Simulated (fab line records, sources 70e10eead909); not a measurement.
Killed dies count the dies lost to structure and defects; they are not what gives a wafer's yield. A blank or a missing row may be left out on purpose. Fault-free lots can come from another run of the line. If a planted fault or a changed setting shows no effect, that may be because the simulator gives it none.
Shared-tool check    flow nand-harc    Sampled: 3 lots, 9 wafers

WHY THIS WAS OPENED
On 3 of the 3 lots, a flag is raised at NHARC_END_SORT_01 on the reading killed-dies. No-fault wafers: 32, standard deviation 11.
Rule: a lot is flagged in two cases, either no wafer of it has a number, or all its wafers with numbers fall more than 4 standard deviations from that mean. The other lots count as sound.

lot   measured      on         killed-dies, wafer by wafer  flag
L432  day 20 16:56  prober-01  677 677 677                  FLAGGED
L433  day 20 21:56  prober-02  677 677 677                  FLAGGED
L436  day 21 09:26  prober-01  677 677 677                  FLAGGED
The numbers of the flagged lots are 677 on average: +645 against the usual, or +59 standard deviations.

EACH LOT AND THE TOOL IT RAN ON
3 process steps preceding the reading are held in the record, out of 1159 steps in the route. Each cell gives the tool, then ch followed by the chambers the sampled wafers passed through, then the start.
lot   flag     NHARC_A_CONTACT_ETCH_76             NHARC_A_CONTACT_ETCH_124              NHARC_A_CONTACT_ETCH_130
L432  FLAGGED  rie-diel-08 ch 0,2, day 18 07:49    har-cap-etch-03 ch 0,1, day 18 08:47  har-cap-etch-03 ch 0,1, day 18 09:41
L433  FLAGGED  rie-diel-08 ch 2,3, day 18 09:33    har-cap-etch-02 ch 0,1, day 18 10:34  har-cap-etch-02 ch 0,1, day 18 11:28
L436  FLAGGED  rie-diel-07 ch 0,1,2, day 18 19:56  har-cap-etch-02 ch 0,1, day 18 20:53  har-cap-etch-02 ch 0,1, day 18 21:48
These steps, and what they do:
- NHARC_A_CONTACT_ETCH_76: etches the open film in N2/H2, target depth 260 nm, time 475.3 s.
- NHARC_A_CONTACT_ETCH_124: etches the open film in C4F8/O2/Ar, time 140 s, target depth 700 nm.
- NHARC_A_CONTACT_ETCH_130: etches the open film in C4F8/O2/Ar, time 155 s, target depth 956 nm.
- NHARC_END_SORT_01

FLAGGED AGAINST TOTAL, ONE TOOL AT A TIME (gauges that did the reading follow at the end)
step                      tool             lots run  flagged  share of the flagged lots  sound lots run after its first flagged lot
NHARC_A_CONTACT_ETCH_76   rie-diel-07      1         1        some                       0
NHARC_A_CONTACT_ETCH_76   rie-diel-08      2         2        some                       0
NHARC_A_CONTACT_ETCH_124  har-cap-etch-02  2         2        some                       0
NHARC_A_CONTACT_ETCH_124  har-cap-etch-03  1         1        some                       0
NHARC_A_CONTACT_ETCH_130  har-cap-etch-02  2         2        some                       0
NHARC_A_CONTACT_ETCH_130  har-cap-etch-03  1         1        some                       0
NHARC_END_SORT_01         prober-01        2         2        some                       0
NHARC_END_SORT_01         prober-02        1         1        some                       0

WHAT THE TABLE ALLOWS
No row of the table ran every flagged lot.

WHAT WAS PUT IN BY THE SIMULATOR
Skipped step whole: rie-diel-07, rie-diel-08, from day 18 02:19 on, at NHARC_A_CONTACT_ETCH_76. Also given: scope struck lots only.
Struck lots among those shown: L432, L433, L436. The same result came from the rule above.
